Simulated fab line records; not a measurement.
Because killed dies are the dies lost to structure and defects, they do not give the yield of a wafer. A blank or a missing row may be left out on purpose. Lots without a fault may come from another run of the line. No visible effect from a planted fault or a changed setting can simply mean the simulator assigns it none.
What tool caused it? | flow n5_finfet | 9 lots with 25 wafers sampled at 5 steps, on a route of 1938 steps

WHAT THE GAUGES SHOWED, per wafer
N5_BEOL_M4_RC_MEAS_101.
lot  | measured     | on        | IOFF_N_LONG (nA/um)
L870 | day 10 20:59 | prober-02 | 5.46e-05 5.43e-05 5.52e-05
L875 | day 13 01:20 | prober-02 | 5.63e-05 5.62e-05 5.85e-05
L876 | day 12 13:42 | prober-02 | 5.72e-05 5.76e-05 5.81e-05
L884 | day 15 11:49 | prober-02 | 0.010481 5.88e-05
L887 | day 15 19:12 | prober-01 | 5.26e-05 0.0095834
L888 | day 15 19:40 | prober-02 | 0.010063 5.85e-05 5.88e-05
L889 | day 17 04:29 | prober-01 | 5.4e-05 5.54e-05 5.49e-05
L890 | day 15 22:50 | prober-02 | 5.42e-05 5.4e-05 5.45e-05
L892 | day 16 04:26 | prober-02 | 5.29e-05 5.13e-05 5.25e-05

EACH LOT AND THE TOOL THAT RAN IT (in order: tool; ch and the chambers of the sampled wafers; start)
lot  | N5_DUMMY_REMOVAL_HM_STRIP_01      | N5_HKMG_FIN_HK_ALD_01           | N5_HKMG_FIN_ALD_75              | N5_HKMG_FIN_ETCH_58
L870 | rie_diel-06 ch 2,3, day 3 20:16   | ald_hk-01 ch 0,1,2, day 3 20:49 | ald_hk-03 ch 0,1,2, day 3 21:21 | rie_diel-03 ch 2,3, day 3 22:13
L875 | rie_diel-05 ch 1,2,3, day 5 05:53 | ald_hk-03 ch 0,3, day 5 06:26   | ald_hk-02 ch 1,2,3, day 5 06:55 | rie_diel-03 ch 0,1,2, day 5 08:04
L876 | rie_diel-02 ch 0,1, day 5 11:00   | ald_hk-01 ch 0,2, day 5 11:34   | ald_hk-03 ch 0,2, day 5 12:02   | rie_diel-04 ch 0,2, day 5 12:53
L884 | rie_diel-06 ch 1,2, day 7 07:47   | ald_hk-03 ch 0,3, day 7 08:22   | ald_hk-02 ch 0,3, day 7 09:03   | rie_diel-03 ch 0, day 7 09:54
L887 | rie_diel-05 ch 0,1, day 8 03:41   | ald_hk-02 ch 1,3, day 8 04:16   | ald_hk-02 ch 0,2, day 8 04:45   | rie_diel-03 ch 1,2, day 8 05:37
L888 | rie_diel-06 ch 0,2, day 8 11:00   | ald_hk-03 ch 1,3, day 8 11:33   | ald_hk-03 ch 0,1,3, day 8 12:08 | rie_diel-03 ch 2,3, day 8 12:59
L889 | rie_diel-05 ch 0,1,3, day 8 15:10 | ald_hk-02 ch 1,2, day 8 15:43   | ald_hk-03 ch 0,1,3, day 8 16:11 | rie_diel-01 ch 0,1,2, day 8 17:03
L890 | rie_diel-05 ch 0,2,3, day 9 02:52 | ald_hk-02 ch 0,2,3, day 9 03:27 | ald_hk-01 ch 0,1,3, day 9 04:01 | rie_diel-04 ch 1,2,3, day 9 04:56
L892 | rie_diel-06 ch 0,1,3, day 9 09:36 | ald_hk-03 ch 1,3, day 9 10:17   | ald_hk-01 ch 0,1,3, day 9 10:49 | rie_diel-04 ch 0,1, day 9 11:40
- N5_DUMMY_REMOVAL_HM_STRIP_01: strips SiNx in CH3F/O2, stops on poly-Si, target depth 4 nm, time 6.8 s.
- N5_HKMG_FIN_HK_ALD_01: deposits HfO2, target thk 1.6 nm, pulse time 3 s, purge time 3 s.
- N5_HKMG_FIN_ALD_75: deposits Al2O3, target thk 1 nm, co reactant pulse time 1 s.
- N5_HKMG_FIN_ETCH_58: etches SOC in N2/H2, target depth 215.8 nm, time 741 s.

THE ANSWER, worked out from the rows above alone
Rule: what is usual is taken from the lots themselves. Put in order of their means at a reading, lots are off if they are a third of the lots or fewer, leave a main group of 4 or more, and stand apart from it by a gap of 3 or more times the standard deviation of the main group's means; of several such gaps the widest counts. A main group whose means are all the same, to the digits that the tables above print for the reading, isn't used. A lot without any number at a reading at which 4 lots or more have one is off too. Where the step has rows for the other lots, those lots are counted as sound.
Off: at N5_BEOL_M4_RC_MEAS_101 (IOFF_N_LONG), L884, L887, L888. Mean 5.51e-05 nA/um and standard deviation 1.8e-06 in the main group.
If a tool, at a process step before that reading, ran all the lots that are off and no sound lot after the first of them, it fits. Gauges at N5_BEOL_M4_RC_MEAS_101: tried the same way as those tools. One candidate fits, namely rie_diel-03 at N5_HKMG_FIN_ETCH_58. Its last sound lot is L875 (day 5 08:04), its first lot that is off L884 (day 7 09:54): a fault that began between those two fits.

WHAT HAD BEEN PUT IN BY THE SIMULATOR
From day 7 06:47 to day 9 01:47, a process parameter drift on rie_diel-03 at N5_HKMG_FIN_ETCH_58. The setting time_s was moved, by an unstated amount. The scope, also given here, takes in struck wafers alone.
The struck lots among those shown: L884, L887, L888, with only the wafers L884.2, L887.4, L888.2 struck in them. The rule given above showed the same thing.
